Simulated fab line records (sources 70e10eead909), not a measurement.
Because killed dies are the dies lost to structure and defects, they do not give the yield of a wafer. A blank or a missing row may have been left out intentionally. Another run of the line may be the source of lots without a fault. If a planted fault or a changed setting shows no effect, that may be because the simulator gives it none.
Matching of chambers ; flow nand harc ; 4 sister chambers for NHARC_A_STAIRCASE_CMP_472 on cmp-03
The step polishes SiO2. 18 wafers are shown with their chamber, then 9 later ones without.

== WAFERS WITH THEIR CHAMBER ==
wafer;chamber;motor current A (A)
L074.1;3;10.7
L074.2;0;10.0
L074.5;0;10.0
L078.4;2;10.7
L078.5;1;11.4
L078.6;0;9.6
L087.1;2;11.0
L087.5;0;10.1
L087.6;1;11.8
L091.2;3;11.0
L091.4;0;10.2
L091.5;2;11.1
L092.1;1;11.4
L092.2;2;11.3
L092.3;0;9.5
L094.3;0;9.6
L094.4;1;11.1
L094.5;2;11.2

SIGNATURES (averages over the wafers above)
reading;chamber 0;chamber 1;chamber 2;chamber 3;scatter within a chamber
motor current A;9.857;11.425;11.060;10.850;0.265
Rule: for each reading, subtract the chamber's mean from the wafer's reading, divide by that reading's scatter and square the result; add these up over the readings and take the root, which gives the wafer's distance from the chamber. If the next closest chamber is less than 2 further off than the closest, the wafer can't be placed; otherwise it belongs to the closest. How the scatter is found: for the shown wafers, subtract from each reading the mean of its chamber, square and add these, divide the total by (wafers less chambers), then take the root.

== WAFERS WHOSE CHAMBER IS MISSING ==
wafer;motor current A (A)
L095.2;11.1
L095.4;10.5
L095.6;9.7
L096.2;9.8
L096.4;11.0
L096.6;9.7
L097.4;11.0
L097.5;11.1
L097.6;8.8

== THE CHAMBER EACH PASSED THROUGH ==
wafer;from the rows above;in truth
L095.2;can't be placed: 2 or 3 or 1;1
L095.4;can't be placed: 3 or 2 or 0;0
L095.6;0;0
L096.2;0;0
L096.4;can't be placed: 2 or 3 or 1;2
L096.6;0;0
L097.4;can't be placed: 2 or 3 or 1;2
L097.5;can't be placed: 2 or 3 or 1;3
L097.6;0;0
Correctly placed: 4 of 9. Unplaceable from these rows: 5, with the true chamber sitting among the candidates in 5. Placed wrongly: 0.
